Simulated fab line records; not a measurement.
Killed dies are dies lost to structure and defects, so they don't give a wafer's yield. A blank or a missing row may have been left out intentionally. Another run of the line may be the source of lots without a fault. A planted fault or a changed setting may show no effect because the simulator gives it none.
Comparing a struck lot with a sound one | flow n5_finfet | 39 out of 1938 route steps
Sound: these wafers, L897.1, L897.4, L897.5. Struck: wafer L907.4. (L907.2, L907.3 of the same lot were not struck and are left out.) The cause comes at the end.
Order at every step that has rows: each side's tool, ch and its chambers, its first start. Under that, the readings that differ: sound wafers | struck wafers | difference of the means | sigmas: that difference in standard deviations of wafers without a fault.
alike: a reading whose means differ by less than 2 such deviations, as well as words and numbers matching on both sides. not compared: withheld readings; readings where some wafer has no value; bounds like >300 that might hide an equal value; numbers whose values overlap and for which the record gives no deviation.
A row with sigmas, a row that says differs or no value, or rows on one side alone: a step with any of these is where the two part. When numbers do not overlap yet have no deviation, they are printed without sigmas and do not part them. A reading missing from all wafers of one side parts the sides only when that side holds two or more wafers.

first, 10 steps without rows for these wafers: N5_DUMMY_GATE_ETCH_23 (etches poly-Si in HBr/Cl2/O2, target depth 41 nm, time 22.3 s); N5_DUMMY_GATE_ETCH_44 (etches poly-Si in HBr/O2, stops on SiO2, target depth 127.5 nm); N5_DUMMY_GATE_ETCH_42 (etches SiO2 in CHF3/O2, target depth 3.5 nm, time 31 s); N5_DUMMY_GATE_STRIP_48 (strips in N2/H2, time 20 s); N5_DUMMY_GATE_PRECLEAN_33 (cleans in dHF, time 10 s); N5_DUMMY_GATE_PRECLEAN_25 (cleans in O3/DIW, time 45 s); N5_DUMMY_GATE_PRECLEAN_51 (cleans in SC2, time 45 s); N5_DUMMY_GATE_SRD_26 (time 30 s); N5_DUMMY_GATE_UV_OZONE_45 (time 120 s); N5_SPACER0_ALD_07 (deposits SiNx, target thk 2 nm).
N5_SPACER0_ALD_00: deposits SiOCN, target thk 3.5 nm, pulse time 3 s, purge time 2 s.
  sound on ald_sin-04 ch 0,1,2, day 4 15:34; struck on ald_sin-04 ch 1, day 6 23:56
  reading                                   | sound       | struck | difference | sigmas
  ald_cycles                                | 58 58 58    | 71     | +13        |
  model.SiOCN_of_SPACER0_ALD_00.thk_nm (nm) | 3.4 3.4 3.6 | 4.2    | +0.7       |
  alike: heater_power_w, precursor_pulse_height_rel
then, 25 steps without rows for these wafers: N5_SPACER0_ALD_08 (deposits SiNx, target thk 2 nm); N5_SD_EPI_N_COAT_32 (time 60 s, resist thk 350 nm); N5_SD_EPI_N_COAT_33 (time 60 s, resist thk 35 nm); N5_SD_EPI_N_COAT_03 (resist thk 150 nm); N5_SD_EPI_N_EBR_05; N5_SD_EPI_N_SOFTBAKE_04 (time 60 s); N5_SD_EPI_N_EXPOSE_06 (exposes mask SD N BLK, target cd 120 nm); N5_SD_EPI_N_PEB_07 (peb time 60 s); N5_SD_EPI_N_DEVELOP_08 (develop time 30 s); N5_SD_EPI_N_DESCUM_14 (chemistry O2, time 7.9 s); N5_SD_EPI_N_ETCH_34 (etches SiARC in CF4, target depth 45.5 nm, time 75.8 s); N5_SD_EPI_N_ETCH_35 (etches SOC in N2/H2, overetch 108 nm, time 486 s); N5_SD_EPI_N_STRIP_36 (strips in N2/H2); N5_SD_EPI_N_ETCHBACK_44 (etches SiNx in CH3F/O2, stops on SiO2, target depth 14.5 nm); N5_SD_EPI_N_ETCH_45 (etches SiOCN in CH3F/O2, target depth 6 nm); N5_SD_EPI_N_ETCH_16 (etches SiO2 in CHF3/O2, target depth 5 nm); N5_SD_EPI_N_STRIP_47 (strips in CHF3/O2); N5_SD_EPI_N_SD_RECESS_17 (chemistry HBr/Cl2/O2, target depth 41 nm, time 23.7 s, bt time 3 s); N5_SD_EPI_N_STRIP_38 (strips in N2/H2); N5_SD_EPI_N_WET_ETCH_43 (etches SiO2 in dHF, time 14 s, target depth 1.5 nm); N5_SD_EPI_N_STRIP_18 (strips in SPM, time 750 s); N5_SD_EPI_N_SRD_20 (time 30 s); N5_SD_EPI_N_PRECLEAN_48 (cleans in NF3:NH3, afs cycles 2, time 20 s, sublimation time 60 s); N5_SD_EPI_N_VAPOR_ETCH_50 (etches Si in HCl, time 54 s); N5_SD_EPI_N_EPI_21 (deposits Si:P, time 690 s).
N5_SD_EPI_P_PRECLEAN_32: cleans in dHF, time 10 s.
  sound on wet_bench-01 ch 3,5,7, day 5 01:32; struck on wet_bench-06 ch 0, day 7 10:48
  reading                                   | sound       | struck | difference | sigmas
  model.SiOCN_of_SPACER0_ALD_00.thk_nm (nm) | 3.4 3.4 3.4 | 4.2    | +0.8       |
-- here the record skips 5 days between the struck wafers' starts before and after, leaving off in module SD_EPI_P and picking up in module BEOL_M4 (first step shown: number 1111 of the route) --
N5_BEOL_M4_RC_MEAS_101:
  sound on prober-02 ch 0, day 9 15:28; struck on prober-02 ch 0, day 12 05:26
  reading         | sound             | struck | difference | sigmas
  DIBL_P (mV/V)   | 36.6 37.0 36.8    | 32.4   | -4.4       | -2
  IOFF_N (nA/um)  | 0.155 0.168 0.162 | 0.100  | -0.062     | -2
  IOFF_P (nA/um)  | 0.22 0.22 0.21    | 0.14   | -0.08      | -2
  ION_N (uA/um)   | 661 670 678       | 644    | -26        | -2
  ION_P (uA/um)   | 463 460 459       | 442    | -19        | -2
  REXT_P (ohm.um) | 99.2 100.1 99.7   | 113.6  | +13.9      | +5
  VT_P_LVT (mV)   | -98 -99 -98       | -110   | -12        | -4
  alike: DIBL_N, REXT_N, SS_N, SS_P, VT_N, VT_P
-- a jump in the record: the struck wafers' starts before and after are 5 days apart (it breaks off in module BEOL_M4 and resumes in module PASSIVATION, where the first step shown is number 1936 of the route) --
N5_PASSIVATION_PROBE_49:
  struck on prober-02, day 16 22:32; sound on prober-02, day 14 03:12
  reading                  | sound          | struck | difference | sigmas
  defect_limited_yield (%) | 92.6 92.6 89.6 | 87.0   | -4.6       | -3
  killed_at_M0_to_M3       | 33 30 45       | 76     | +40        | +3
  killed_dies              | 87 87 123      | 153    | +54        | +3
  killed_open              | 57 57 82       | 94     | +29        | +2
  killed_short             | 29 27 40       | 56     | +24        | +3
  sort_bin_5_function (%)  | 4.6 4.9 5.6    | 8.0    | +3.0       | +3
  sort_bin_6_memory (%)    | 2.7 2.2 4.5    | 4.8    | +1.7       | +3
  sort_bin_8_speed (%)     | 0 0 0          | 0.17   | +0.17      | +12
  sort_n_pass              | 1093 1093 1057 | 1025   | -56        | -3
  sort_yield_pct (%)       | 92.6 92.6 89.6 | 86.9   | -4.7       | -3
  alike: killed_at_M4_up, killed_at_contacts, killed_at_front_end, killed_at_other

WHERE THEY PART
At N5_BEOL_M4_RC_MEAS_101 first; at N5_PASSIVATION_PROBE_49 last (within this record only).

WHY: whatever the simulator had introduced
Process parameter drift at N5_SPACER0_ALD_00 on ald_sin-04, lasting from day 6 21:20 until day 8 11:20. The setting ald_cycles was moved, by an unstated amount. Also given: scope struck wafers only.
